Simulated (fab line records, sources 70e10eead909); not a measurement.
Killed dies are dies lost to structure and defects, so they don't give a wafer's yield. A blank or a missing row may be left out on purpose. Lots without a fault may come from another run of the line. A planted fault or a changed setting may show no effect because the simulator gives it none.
Which tool did it? | flow nand_harc | 14 lots, 42 wafers sampled, at 2 steps of a route of 1302

WHAT THE GAUGES READ, wafer by wafer
NHARC_P_STI_OCD_MEAS_43.
lot  | measured     | on     | trench_depth_nm (nm) | trench_foot_cd_nm (nm)
L684 | day 3 00:06  | ocd-01 | 304 304 298          | 158 156 162
L687 | day 4 05:43  | ocd-02 | 291 302 303          | 157 154 157
L688 | day 4 14:34  | ocd-01 | 296 293 308          | 157 158 159
L689 | day 5 00:24  | ocd-01 | 307 297 293          | 163 161 164
L690 | day 5 09:32  | ocd-01 | 296 309 296          | 160 162 166
L691 | day 5 20:25  | ocd-02 | 304 303 303          | 158 159 159
L696 | day 7 21:37  | ocd-01 | 297 288 290          | 154 159 155
L697 | day 8 12:01  | ocd-02 | 306 300 304          | 156 155 155
L701 | day 9 22:13  | ocd-02 | 298 299 297          | 163 166 163
L702 | day 10 10:53 | ocd-02 | 296 300 298          | 155 153 157
L703 | day 10 21:28 | ocd-02 | 311 309 295          | 152 155 152
L704 | day 11 06:37 | ocd-02 | 300 300 298          | 157 156 157
L705 | day 11 14:24 | ocd-01 | 312 310 294          | 161 161 164
L706 | day 12 01:11 | ocd-02 | 292 307 294          | 159 164 163

WHICH TOOL RAN EACH LOT (tool, then ch and the chambers of the sampled wafers, then the start)
lot  | NHARC_P_STI_DESCUM_14
L684 | rie_diel-13 ch 0,2,3, day 2 23:05
L687 | rie_diel-05 ch 0,2,3, day 4 04:41
L688 | rie_diel-10 ch 1,3, day 4 13:32
L689 | rie_diel-10 ch 0,3, day 4 23:22
L690 | rie_diel-10 ch 0,1,3, day 5 08:30
L691 | rie_diel-05 ch 1,2, day 5 19:20
L696 | rie_diel-13 ch 0,2,3, day 7 20:34
L697 | rie_diel-13 ch 0,1,3, day 8 10:56
L701 | rie_diel-05 ch 0,1,3, day 9 21:11
L702 | rie_diel-05 ch 0,1,2, day 10 09:53
L703 | rie_diel-13 ch 0,2,3, day 10 20:26
L704 | rie_diel-13 ch 0,1,3, day 11 05:35
L705 | rie_diel-05 ch 1,2,3, day 11 13:22
L706 | rie_diel-05 ch 1,2, day 12 00:08
- NHARC_P_STI_DESCUM_14: chemistry O2, time 3 s.

WHAT THE TOOLS THEMSELVES READ (means of the sampled wafers that have a number; where no wafer has one, the mark that the record gives instead)
NHARC_P_STI_DESCUM_14.
lot  | tool        | drypump_motor_current_A (A) | oes_product_au (a.u.) | rf_vpp_V (V) | showerhead_plenum_p_Torr (Torr) | throttle_valve_pct (%)
L684 | rie_diel-13 | 5.3                         | 0.979                 | 57.0         | 1.93                            | 11.304
L687 | rie_diel-05 | 5.8                         | 0.996                 | 58.1         | 1.93                            | 11.313
L688 | rie_diel-10 | 5.4                         | 1.001                 | 57.0         | 1.82                            | 11.311
L689 | rie_diel-10 | 5.4                         | 1.013                 | 57.8         | 1.86                            | 11.298
L690 | rie_diel-10 | 5.6                         | 1.005                 | 57.3         | 1.84                            | 11.317
L691 | rie_diel-05 | 5.7                         | 0.994                 | 57.7         | 1.83                            | 11.308
L696 | rie_diel-13 | 5.3                         | 0.974                 | 57.6         | 1.93                            | 11.311
L697 | rie_diel-13 | 5.2                         | 0.995                 | 57.8         | 1.91                            | 11.309
L701 | rie_diel-05 | 5.5                         | 0.990                 | 59.0         | 1.92                            | 11.312
L702 | rie_diel-05 | 5.7                         | 0.995                 | 57.5         | 1.88                            | 11.316
L703 | rie_diel-13 | 5.3                         | 0.999                 | 57.3         | 1.92                            | 11.321
L704 | rie_diel-13 | 5.2                         | 0.990                 | 57.4         | 1.90                            | 11.314
L705 | rie_diel-05 | 5.7                         | 1.007                 | 58.1         | 1.87                            | 11.309
L706 | rie_diel-05 | 5.9                         | 1.007                 | 57.0         | 1.83                            | 11.309

THE ANSWER, worked out from the rows above alone
Rule: what is usual is taken from the lots themselves. Put in order of their means at a reading, lots are off if they are a third of the lots or fewer, leave a main group of 4 or more, and stand apart from it by a gap of 3 or more times the standard deviation of the main group's means; of several such gaps the widest counts. A main group whose means are all the same, to the digits that the tables above print for the reading, isn't used. A lot without any number at a reading at which 4 lots or more have one is off too. The other lots that the step has rows for count as sound. The gauges are gone through in route order, then the tools' own readings, and for those a lot's mean is taken as printed above. The first step at which some lot is off is used, and at that step the reading that is off furthest; a lot without a number counts as furthest.
No lot is off at any reading shown: from this, nothing can be told.

WHAT THE SIMULATOR HAD PUT IN
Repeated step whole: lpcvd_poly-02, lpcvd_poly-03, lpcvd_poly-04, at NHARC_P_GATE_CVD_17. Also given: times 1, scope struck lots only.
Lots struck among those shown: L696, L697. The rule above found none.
